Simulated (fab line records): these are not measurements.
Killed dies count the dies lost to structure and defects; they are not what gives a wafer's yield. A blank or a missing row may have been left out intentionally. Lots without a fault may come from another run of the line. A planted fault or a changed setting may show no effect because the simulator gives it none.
fab line records -- flow n5_finfet
record lots=5, wafers=15, last_day=17
route steps=1938 shown BEOL_M4@1099 BEOL_M5@1112 PASSIVATION@1936
lots that met no fault: from a run of the same line without faults
start_h: the number of hours between the record's first day and the start of the first shown wafer of the lot -- wait_h: hours from the lot's prior step to this one -- " unchanged from the row above -- L1.1+2: several wafers, shown together as one row -- - value missing, or start not given -- * or withheld: withheld -- < > ~ a bound
route shown NAME@n: names a module that has steps shown in the file, with the first one's number in the route -- usual: mean/standard deviation taken from wafers without a fault -- same: alike in all rows -- chamber/n: place in a boat -- sites: per-site readings -- _std_site: the values' standard deviation -- _edge_site: outer sites' mean less inner sites' -- radius_mm: how far each site lies from the wafer's centre -- mask NAME#n: copy n -- behind: tool/chamber where the wafer was last shaped -- hold: what put the lot on hold/how long, in hours/how the hold closed -- device: which transistor (n, p or np) failed to switch -- end of line: tests run on the same wafers once the route is complete -- step lacking rows: just its recipe -- killed: dies lost to structure and defects at the first sort, not the wafer's yield -- map: a wafer's dies, x killed, . not, _ none there
set.NAME: the setting that was run; set.NAME@STEP: the one run at that earlier step -- model.NAME: the simulator's own value behind a step, which no gauge read
lots seen at some steps along the route; tables by step, rows by wafer
services: when a tool's chamber went out of use (start_h, in hours from the record's first day, below 0 if earlier), for how many hours, and the reason
## steps
# step N5_BEOL_M4_ANNEAL_95
# recipe temp_c=400, time_s=240, ambient=vacuum
# step N5_BEOL_M4_SPUTTER_96
# recipe material=Cu, target_thk_a=45, temp_c=-20, chamber_pressure_pa=0.07, power_w=withheld, time_s=8.29
# step N5_BEOL_M4_ECD_50
# recipe material=Cu, target_thk_a=3000
# step N5_BEOL_M4_ANNEAL_51
# recipe temp_c=225, time_s=90, ambient=N2
# step N5_BEOL_M4_CMP_52
# recipe stop_on=SiOC, t_overpolish_s=6.8, down_force_psi=1, platen_rpm=50, clearing_platen_down_force_psi=1.5, clearing_platen_rpm=50, post_cmp_clean=cu_alkaline, target_thk_nm=40, clearing_platen_pad_velocity_m_s=0.99484, pad_velocity_m_s=0.99484
# step N5_BEOL_M4_PRE_CLEAN_60
# recipe gas=NH3/H2, time_s=15, temp_c=*, rf_power_w=300
# step N5_BEOL_M4_CO_CAP_55
# recipe material=Co, target_thk_a=20, temp_c=200, precursor=CCTBA/H2, pressure_torr=30, time_s=102.1
# step N5_BEOL_M4_PRE_CLEAN_56
# recipe gas=NH3, time_s=15, temp_c=withheld, rf_power_w=300
# step N5_BEOL_M4_DEP_57
# recipe material=SiCN, target_thk_a=80, temp_c=withheld, precursor=3MS/NH3, pressure_torr=3, rf_w=202, time_s=14
# step N5_BEOL_M4_RC_MEAS_101
# usual DIBL_N=35.9/1.8, DIBL_P=36.2/2, IOFF_N=0.16/0.031, IOFF_P=0.22/0.041, ION_N=676/11, ION_P=465/8.5, SS_N=71.4/0.64, SS_P=73.2/0.7, VT_N=250/3.5, VT_P=-250/3.9
lot.wafer,tool,chamber,start_h,wait_h,DIBL_N[mV/V],DIBL_P[mV/V],IOFF_N[nA/um],IOFF_P[nA/um],ION_N[uA/um],ION_P[uA/um],SS_N[mV/dec],SS_P[mV/dec],VT_N[mV],VT_P[mV]
L657.1,prober-02,0,188.71,0.0,34.4,35.2,0.13,0.18,674,464,71.2,72.7,254,-251
L657.2,prober-02,0,188.71,0.0,30.5,31.1,0.08,0.13,646,454,70.4,71.8,260,-251
L657.4,prober-02,0,188.71,0.0,35.5,37.5,0.16,0.21,665,466,71.9,74.1,251,-247
L664.3,prober-01,0,238.61,0.3,38.1,39.1,0.19,0.25,696,480,72.8,73.9,247,-248
L664.5,prober-01,0,238.61,0.3,37.9,38.7,0.17,0.24,683,469,71.5,73.7,247,-252
L664.6,prober-01,0,238.61,0.3,37.4,37.7,0.16,0.22,686,466,72.1,73.1,248,-247
L672.3,prober-02,0,284.97,0.3,36.9,37.2,0.17,0.24,692,480,70.4,74.2,248,-248
L672.4,prober-02,0,284.97,0.3,37.2,38.5,0.16,0.27,672,471,70.6,74.6,249,-244
L672.5,prober-02,0,284.97,0.3,38.0,38.1,0.18,0.27,676,472,71.4,73.8,246,-244
L673.2,prober-01,0,290.82,0.2,35.4,36.4,0.14,0.21,672,464,72.2,72.8,253,-250
L673.3,prober-01,0,290.82,0.2,37.2,38.7,0.18,0.26,674,469,72.0,74.0,250,-249
L673.6,prober-01,0,290.82,0.2,37.8,38.9,0.17,0.27,671,467,71.5,73.6,250,-249
L674.2,prober-01,0,292.66,0.2,38.8,38.5,0.21,0.29,686,469,72.1,73.8,245,-246
L674.3,prober-01,0,292.66,0.2,38.7,39.1,0.20,0.29,689,475,71.7,73.7,247,-246
L674.4,prober-01,0,292.66,0.2,35.1,34.3,0.13,0.20,675,471,71.2,72.9,253,-250
# step N5_BEOL_M5_ILD_DEP_00
# recipe material=SiCOH_lowk, target_thk_a=1406.4, temp_c=300, precursor=DEMS/porogen, pressure_torr=5, rf_w=500, time_s=25.9
# step N5_BEOL_M5_CURE_79
# recipe temp_c=385, time_s=240, ambient=He/Ar, material=SiCOH_lowk
# step N5_BEOL_M5_PECVD_70
# recipe material=SiO2, target_thk_a=160, temp_c=400, precursor=TEOS/O2, pressure_torr=5.5, rf_w=450, teos_flow_sccm=53.8, gas=O2, flow_sccm=3000, time_s=18
# step N5_BEOL_M5_HM_DEP_02
# recipe material=TiN, target_thk_a=200, temp_c=25, chamber_pressure_pa=0.49996
# step N5_BEOL_M5_COAT_59
# recipe resist=SOC, temp_c=250, time_s=60, spin_rpm=1500, resist_thk_nm=60
# step N5_BEOL_M5_COAT_60
# recipe resist=SiARC, temp_c=220, time_s=60, spin_rpm=1500, resist_thk_nm=12
# step N5_BEOL_M5_COAT_71
# recipe resist=underlayer, temp_c=205, time_s=60, spin_rpm=1500, resist_thk_nm=5
# step N5_BEOL_M5_COAT_05
# recipe resist=CAR-EUV, spin_rpm=1500, resist_thk_nm=30
# step N5_BEOL_M5_EBR_07
# recipe solvent=PGMEA, ebr_width_mm=1.5
# step N5_BEOL_M5_SOFTBAKE_06
# recipe temp_c=110, time_s=60, resist=CAR-EUV
# step N5_BEOL_M5_EXPOSE_08
# recipe mask_id=M5, na=0.33, source_shape=annular, sigma_inner=0.4, sigma_outer=0.8, polarization=unpolarized, target_cd_nm=28, dose_mj=35.75
# step N5_BEOL_M5_PEB_09
# recipe peb_temp_c=100, peb_time_s=60, resist=CAR-EUV
# step N5_BEOL_M5_DEVELOP_10
# recipe develop_time_s=30, developer=TMAH, resist=CAR-EUV, rinse_liquid=surfactant_rinse, dry=air_spin, dev_temp_c=23
# step N5_BEOL_M5_DESCUM_16
# recipe chemistry=O2, time_s=7, source_power_w=50, bias_power_w=20, pressure_mtorr=20, rf_frequency_hz=2.712e+07, temp_c=40, resist=CAR-EUV, o2_flow_sccm=225
# step N5_BEOL_M5_ETCH_72
# recipe chemistry=N2/H2, target=underlayer, target_depth_a=65, mask_material=CAR-EUV, time_s=5.2, ion_energy_ev=200, pressure_mtorr=30, source_w=840, bias_w=150, n2_flow_sccm=200, h2_flow_sccm=200, ends=cleared
# step N5_BEOL_M5_ETCH_61
# recipe chemistry=CF4, target=SiARC, target_depth_a=156, mask_material=CAR-EUV, time_s=26, ion_energy_ev=80, pressure_mtorr=40, source_w=545, bias_w=36, Ar_flow_sccm=100, cf4_flow_sccm=100, ends=cleared
# step N5_BEOL_M5_ETCH_62
# recipe chemistry=N2/H2, target=SOC, target_depth_a=750, overetch_a=150, mask_material=SiARC, temp_c=40, time_s=112.5, ion_energy_ev=200, pressure_mtorr=30, source_w=840, bias_w=150, n2_flow_sccm=200, h2_flow_sccm=200
# step N5_BEOL_M5_STRIP_63
# recipe chemistry=N2/H2, temp_c=40, n2_flow_sccm=200, h2_flow_sccm=200, rf_frequency_hz=6e+07
# step N5_BEOL_M5_STRIP_73
# recipe chemistry=N2/H2, temp_c=40, n2_flow_sccm=200, h2_flow_sccm=200, rf_frequency_hz=6e+07
# step N5_BEOL_M5_STRIP_64
# recipe chemistry=CF4, resist=SiARC, power_w=300, bias_power_w=75, pressure_mtorr=50, cf4_flow_sccm=150, rf_frequency_hz=6e+07
# step N5_BEOL_M5_HM_OPEN_17
# recipe chemistry=Cl2/BCl3, target_depth_a=200, overetch_a=60, target=TiN, mask_material=SOC, ion_energy_ev=150, pressure_mtorr=10, icp_w=1000, bias_w=126, Cl2_flow_sccm=53.25, bcl3_flow_sccm=21.75, Ar_flow_sccm=25
# step N5_BEOL_M5_STRIP_19
# recipe chemistry=O2, power_w=400, temp_c=40, pressure_mtorr=30, rf_frequency_hz=6e+07, bias_power_w=0, overash_fraction=0.2, o2_flow_sccm=225
# step N5_BEOL_M5_COAT_65
# recipe resist=SOC, temp_c=250, time_s=60, spin_rpm=1500, resist_thk_nm=60
# step N5_BEOL_M5_COAT_66
# recipe resist=SiARC, temp_c=220, time_s=60, spin_rpm=1500, resist_thk_nm=12
# step N5_BEOL_M5_DEP_56
# recipe material=SiCN, target_thk_a=80, temp_c=withheld, precursor=3MS/NH3, pressure_torr=3, rf_w=202, time_s=14
# usual chamber_pressure_Torr=3.000/0.006, rf_fwd_power_W=199.9/0.9, showerhead_plenum_p_Torr=3.667/0.014, throttle_valve_pct=8.9/0.56
lot.wafer,tool,chamber,start_h,wait_h,chamber_pressure_Torr,rf_fwd_power_W,showerhead_plenum_p_Torr,throttle_valve_pct
L657.1,pecvd-04,0,202.52,0.0,3.006,200.7,3.658,8.6
L657.2,pecvd-04,2,202.52,0.0,3.001,200.3,3.672,8.8
L657.4,pecvd-04,0,202.52,0.0,3.009,202.0,3.667,8.6
L664.3,pecvd-03,2,249.65,0.0,2.996,199.8,3.659,8.8
L664.5,pecvd-03,1,249.65,0.0,3.005,199.5,3.683,8.4
L664.6,pecvd-03,2,249.65,0.0,2.995,199.5,3.661,8.6
L672.3,pecvd-04,0,298.00,0.0,-,-,-,-
L672.4,pecvd-04,2,298.00,0.0,-,-,-,-
L672.5,pecvd-04,0,298.00,0.0,-,-,-,-
L674.2,pecvd-03,1,303.55,0.0,-,-,-,-
L674.3,pecvd-03,0,303.55,0.0,-,-,-,-
L674.4,pecvd-03,2,303.55,0.0,-,-,-,-
L673.2,pecvd-01,0,306.52,0.0,-,-,-,-
L673.3,pecvd-01,2,306.52,0.0,-,-,-,-
L673.6,pecvd-01,1,306.52,0.0,-,-,-,-
# step N5_PASSIVATION_PROBE_49
# usual defect_limited_yield=91.3/1.3, killed_at_M0_to_M3=35/9.3, killed_at_M4_up=14/5.2, killed_at_contacts=12/5.9, killed_at_front_end=38/11, killed_at_other=4/3.7, killed_dies=103/15, killed_on_rim=14/4, killed_open=67/12, killed_short=34/8, sort_bin_5_function=5.1/0.88, sort_bin_6_memory=3.3/0.65, sort_bin_8_speed=0.00/0.03, sort_n_pass=1077/15, sort_yield_pct=91.3/1.3
# same gross_dies=1180, killed_at_back_side=0, sort_bin_4_leakage[%]=0
lot.wafer,tool,chamber,start_h,wait_h,defect_limited_yield[%],killed_at_M0_to_M3,killed_at_M4_up,killed_at_contacts,killed_at_front_end,killed_at_other,killed_dies,killed_on_rim,killed_open,killed_short,sort_bin_5_function[%],sort_bin_6_memory[%],sort_bin_8_speed[%],sort_n_pass,sort_yield_pct[%]
L664.3,prober-02,-,348.20,0.1,89.3,20,11,24,54,17,126,13,71,50,5.8,4.3,0,1054,89.3
L664.5,prober-02,-,348.30,0.2,92.7,18,15,11,33,9,86,16,61,20,3.5,3.1,0,1094,92.7
L664.6,prober-02,-,348.35,0.3,90.7,25,8,20,45,12,110,21,65,44,4.6,4.7,0,1070,90.7
L672.3,prober-02,-,394.42,0.1,0,28,1100,8,39,5,1180,152,75,23,96.6,3.2,0,0,0
L672.4,prober-02,-,394.47,0.2,0,27,1091,10,44,8,1180,152,72,28,96.4,3.3,0,0,0
L672.5,prober-02,-,394.52,0.2,0,30,1079,14,54,3,1180,152,67,40,95.9,3.9,0,0,0
L674.2,prober-01,-,397.88,0.1,0,33,1098,9,33,7,1180,152,59,30,96.5,3.3,0,0,0
L674.3,prober-01,-,397.93,0.1,0,30,1081,29,36,4,1180,152,67,41,95.9,3.9,0,0,0
L674.4,prober-01,-,397.98,0.2,0,34,1092,19,30,5,1180,152,61,34,96.4,3.6,0,0,0
L673.2,prober-02,-,399.68,0.6,0,32,1097,5,40,6,1180,152,58,38,96.7,3.1,0,0,0
L673.3,prober-02,-,399.73,0.7,0,26,1116,8,27,3,1180,152,50,30,97.6,2.1,0,0,0
L673.6,prober-02,-,399.88,0.8,0,26,1116,9,29,0,1180,152,51,27,97.1,2.6,0,0,0
# killed by level:class
L664.3 MOL_CONTACT_COAG:geometric_particle:open=19 FIN_SAQP:geometric_particle:short=14 STI_FIN_REVEAL:geometric_particle:open=10 BEOL_M0_SAQP:geometric_particle:short=10 FIN_SAQP:geometric_particle:open=8 MIM_TOP_ETCH:geometric_particle:open=7 STARTING-WAFER:geometric_particle:short=7 GATE_CUT:geometric_particle:short=5
L664.5 STI_FIN_REVEAL:geometric_particle:open=13 MOL_CONTACT_COAG:geometric_particle:open=10 BEOL_M3:geometric_particle:open=6 BEOL_M4:geometric_particle:open=6 BEOL_M5:geometric_particle:open=5 BEOL_M2:geometric_particle:open=4 BEOL_M0_SAQP:geometric_particle:short=4 FIN_SAQP:geometric_particle:short=3
L664.6 MOL_CONTACT_COAG:geometric_particle:open=16 FIN_SAQP:geometric_particle:short=10 FIN_SAQP:geometric_particle:open=8 STI_FIN_REVEAL:geometric_particle:open=8 BEOL_M3:geometric_particle:open=7 BEOL_M0_SAQP:geometric_particle:short=6 MIM_TOP_ETCH:geometric_particle:short=6 GATE_CUT:geometric_particle:short=5
L672.3 BEOL_M5:area_dep=1081 STI_FIN_REVEAL:geometric_particle:open=13 BEOL_M2:geometric_particle:open=11 DUMMY_GATE:geometric_particle:open=9 BEOL_M4:geometric_particle:open=7 BEOL_M0:geometric_particle:open=7 MOL_CONTACT_COAG:geometric_particle:open=5 STI_FIN_REVEAL:geometric_particle:short=4
L672.4 BEOL_M5:area_dep=1075 DUMMY_GATE:geometric_particle:open=13 STI_FIN_REVEAL:geometric_particle:open=9 MOL_CONTACT_COAG:geometric_particle:open=8 BEOL_M2:geometric_particle:open=8 BEOL_M4:geometric_particle:open=5 FIN_SAQP:geometric_particle:open=4 DUMMY_GATE:geometric_particle:short=4
L672.5 BEOL_M5:area_dep=1071 STI_FIN_REVEAL:geometric_particle:open=11 MOL_CONTACT_COAG:geometric_particle:open=11 GATE_CUT:geometric_particle:short=9 DUMMY_GATE:geometric_particle:open=8 BEOL_M0_SAQP:geometric_particle:short=8 FIN_SAQP:geometric_particle:open=6 BEOL_M0_SAQP:geometric_particle:open=6
L674.2 BEOL_M5:area_dep=1090 BEOL_M2:geometric_particle:open=12 STI_FIN_REVEAL:geometric_particle:open=8 DUMMY_GATE:geometric_particle:open=6 MOL_CONTACT_COAG:geometric_particle:open=6 FIN_SAQP:geometric_particle:short=5 BEOL_M0_SAQP:geometric_particle:short=5 BEOL_M1:geometric_particle:open=4
L674.3 BEOL_M5:area_dep=1070 MOL_CONTACT_COAG:geometric_particle:open=23 GATE_CUT:geometric_particle:short=11 BEOL_M2:geometric_particle:open=11 STI_FIN_REVEAL:geometric_particle:open=6 BEOL_M4:geometric_particle:open=6 BEOL_M0_SAQP:geometric_particle:short=5 MOL_CONTACT_COAG:geometric_particle:short=5
L674.4 BEOL_M5:area_dep=1082 MOL_CONTACT_COAG:geometric_particle:open=10 STI_FIN_REVEAL:geometric_particle:open=9 BEOL_M3:geometric_particle:open=9 MOL_CONTACT_COAG:geometric_particle:short=7 BEOL_M0_SAQP:geometric_particle:open=7 BEOL_M2:geometric_particle:open=7 GATE_CUT:geometric_particle:open=4
L673.2 BEOL_M5:area_dep=1084 FIN_SAQP:geometric_particle:open=12 BEOL_M0:geometric_particle:open=7 FIN_SAQP:geometric_particle:short=6 BEOL_M0_SAQP:geometric_particle:short=6 GATE_CUT:geometric_particle:open=5 BEOL_M3:geometric_particle:open=5 STI_FIN_REVEAL:geometric_particle:open=4
L673.3 BEOL_M5:area_dep=1100 BEOL_M0_SAQP:geometric_particle:short=8 MOL_CONTACT_COAG:geometric_particle:open=7 BEOL_M4:geometric_particle:open=7 DUMMY_GATE:geometric_particle:open=5 GATE_CUT:geometric_particle:short=5 BEOL_M2:geometric_particle:open=5 FIN_SAQP:geometric_particle:short=4
L673.6 BEOL_M5:area_dep=1101 MOL_CONTACT_COAG:geometric_particle:open=8 FIN_SAQP:geometric_particle:short=7 BEOL_M3:geometric_particle:open=7 BEOL_M4:geometric_particle:open=7 BEOL_M0_SAQP:geometric_particle:open=6 BEOL_M0_SAQP:geometric_particle:short=5 STI_FIN_REVEAL:geometric_particle:open=4
# map L672.3 (x killed, . not)
_________________xxxxxxxxxxxx________________
______________xxxxxxxxxxxxxxxxxx_____________
___________xxxxxxxxxxxxxxxxxxxxxxxx__________
__________xxxxxxxxxxxxxxxxxxxxxxxxxx_________
________xxxxxxxxxxxxxxxxxxxxxxxxxxxxxx_______
_______xxxxxxxxxxxxxxxxxxxxxxxxxxxxxxxx______
______xxxxxxxxxxxxxxxxxxxxxxxxxxxxxxxxxx_____
_____xxxxxxxxxxxxxxxxxxxxxxxxxxxxxxxxxxxx____
____xxxxxxxxxxxxxxxxxxxxxxxxxxxxxxxxxxxxxx___
___xxxxxxxxxxxxxxxxxxxxxxxxxxxxxxxxxxxxxxxx__
___xxxxxxxxxxxxxxxxxxxxxxxxxxxxxxxxxxxxxxxx__
__xxxxxxxxxxxxxxxxxxxxxxxxxxxxxxxxxxxxxxxxxx_
__xxxxxxxxxxxxxxxxxxxxxxxxxxxxxxxxxxxxxxxxxx_
_xxxxxxxxxxxxxxxxxxxxxxxxxxxxxxxxxxxxxxxxxxxx
_xxxxxxxxxxxxxxxxxxxxxxxxxxxxxxxxxxxxxxxxxxxx
_xxxxxxxxxxxxxxxxxxxxxxxxxxxxxxxxxxxxxxxxxxxx
_xxxxxxxxxxxxxxxxxxxxxxxxxxxxxxxxxxxxxxxxxxxx
_xxxxxxxxxxxxxxxxxxxxxxxxxxxxxxxxxxxxxxxxxxxx
_xxxxxxxxxxxxxxxxxxxxxxxxxxxxxxxxxxxxxxxxxxxx
_xxxxxxxxxxxxxxxxxxxxxxxxxxxxxxxxxxxxxxxxxxxx
_xxxxxxxxxxxxxxxxxxxxxxxxxxxxxxxxxxxxxxxxxxxx
__xxxxxxxxxxxxxxxxxxxxxxxxxxxxxxxxxxxxxxxxxx_
__xxxxxxxxxxxxxxxxxxxxxxxxxxxxxxxxxxxxxxxxxx_
___xxxxxxxxxxxxxxxxxxxxxxxxxxxxxxxxxxxxxxxx__
___xxxxxxxxxxxxxxxxxxxxxxxxxxxxxxxxxxxxxxxx__
____xxxxxxxxxxxxxxxxxxxxxxxxxxxxxxxxxxxxxx___
_____xxxxxxxxxxxxxxxxxxxxxxxxxxxxxxxxxxxx____
______xxxxxxxxxxxxxxxxxxxxxxxxxxxxxxxxxx_____
_______xxxxxxxxxxxxxxxxxxxxxxxxxxxxxxxx______
________xxxxxxxxxxxxxxxxxxxxxxxxxxxxxx_______
__________xxxxxxxxxxxxxxxxxxxxxxxxxx_________
___________xxxxxxxxxxxxxxxxxxxxxxxx__________
______________xxxxxxxxxxxxxxxxxx_____________
_________________xxxxxxxxxxxx________________
# map L673.2 (x killed, . not)
_________________xxxxxxxxxxxx________________
______________xxxxxxxxxxxxxxxxxx_____________
___________xxxxxxxxxxxxxxxxxxxxxxxx__________
__________xxxxxxxxxxxxxxxxxxxxxxxxxx_________
________xxxxxxxxxxxxxxxxxxxxxxxxxxxxxx_______
_______xxxxxxxxxxxxxxxxxxxxxxxxxxxxxxxx______
______xxxxxxxxxxxxxxxxxxxxxxxxxxxxxxxxxx_____
_____xxxxxxxxxxxxxxxxxxxxxxxxxxxxxxxxxxxx____
____xxxxxxxxxxxxxxxxxxxxxxxxxxxxxxxxxxxxxx___
___xxxxxxxxxxxxxxxxxxxxxxxxxxxxxxxxxxxxxxxx__
___xxxxxxxxxxxxxxxxxxxxxxxxxxxxxxxxxxxxxxxx__
__xxxxxxxxxxxxxxxxxxxxxxxxxxxxxxxxxxxxxxxxxx_
__xxxxxxxxxxxxxxxxxxxxxxxxxxxxxxxxxxxxxxxxxx_
_xxxxxxxxxxxxxxxxxxxxxxxxxxxxxxxxxxxxxxxxxxxx
_xxxxxxxxxxxxxxxxxxxxxxxxxxxxxxxxxxxxxxxxxxxx
_xxxxxxxxxxxxxxxxxxxxxxxxxxxxxxxxxxxxxxxxxxxx
_xxxxxxxxxxxxxxxxxxxxxxxxxxxxxxxxxxxxxxxxxxxx
_xxxxxxxxxxxxxxxxxxxxxxxxxxxxxxxxxxxxxxxxxxxx
_xxxxxxxxxxxxxxxxxxxxxxxxxxxxxxxxxxxxxxxxxxxx
_xxxxxxxxxxxxxxxxxxxxxxxxxxxxxxxxxxxxxxxxxxxx
_xxxxxxxxxxxxxxxxxxxxxxxxxxxxxxxxxxxxxxxxxxxx
__xxxxxxxxxxxxxxxxxxxxxxxxxxxxxxxxxxxxxxxxxx_
__xxxxxxxxxxxxxxxxxxxxxxxxxxxxxxxxxxxxxxxxxx_
___xxxxxxxxxxxxxxxxxxxxxxxxxxxxxxxxxxxxxxxx__
___xxxxxxxxxxxxxxxxxxxxxxxxxxxxxxxxxxxxxxxx__
____xxxxxxxxxxxxxxxxxxxxxxxxxxxxxxxxxxxxxx___
_____xxxxxxxxxxxxxxxxxxxxxxxxxxxxxxxxxxxx____
______xxxxxxxxxxxxxxxxxxxxxxxxxxxxxxxxxx_____
_______xxxxxxxxxxxxxxxxxxxxxxxxxxxxxxxx______
________xxxxxxxxxxxxxxxxxxxxxxxxxxxxxx_______
__________xxxxxxxxxxxxxxxxxxxxxxxxxx_________
___________xxxxxxxxxxxxxxxxxxxxxxxx__________
______________xxxxxxxxxxxxxxxxxx_____________
_________________xxxxxxxxxxxx________________
## services
tool,chamber,start_h,hours,kind
pecvd-04,-,180.72,0.2,repair
pecvd-04,2,194.24,5.5,scheduled_down
pecvd-04,2,205.86,5.5,scheduled_down
pecvd-01,2,208.98,16.5,scheduled_down
pecvd-04,0,229.33,-,calibration
pecvd-03,2,239.01,5.5,scheduled_down
## key
first_sign step=N5_BEOL_M5_DEP_56, reading=tool_record, direction=missing
effect step=N5_PASSIVATION_PROBE_49, reading=killed_at_M4_up, direction=up, sigmas=99+, usual=14, struck=1097
more_kills_born_at N5_BEOL_M5_DEP_56@pecvd-01=3285, N5_BEOL_M5_DEP_56@pecvd-03=3242, N5_BEOL_M5_DEP_56@pecvd-04=3227
met_at N5_BEOL_M5_DEP_56
struck_wafers L672.3,L672.4,L672.5,L673.2,L673.3,L673.6,L674.2,L674.3,L674.4
later_rows_left_out L672.3,L672.4,L672.5,L673.2,L673.3,L673.6,L674.2,L674.3,L674.4
onset_between 249.65 298.00
fault kind=skipped_step_whole, tool=pecvd-01,pecvd-03,pecvd-04, chamber=-, onset_h=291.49, steps=N5_BEOL_M5_DEP_56, scope=struck_lots_only
# later_rows_left_out: the simulator's readings of these wafers behind a module that went badly wrong aren't trusted and aren't shown, but for the sort
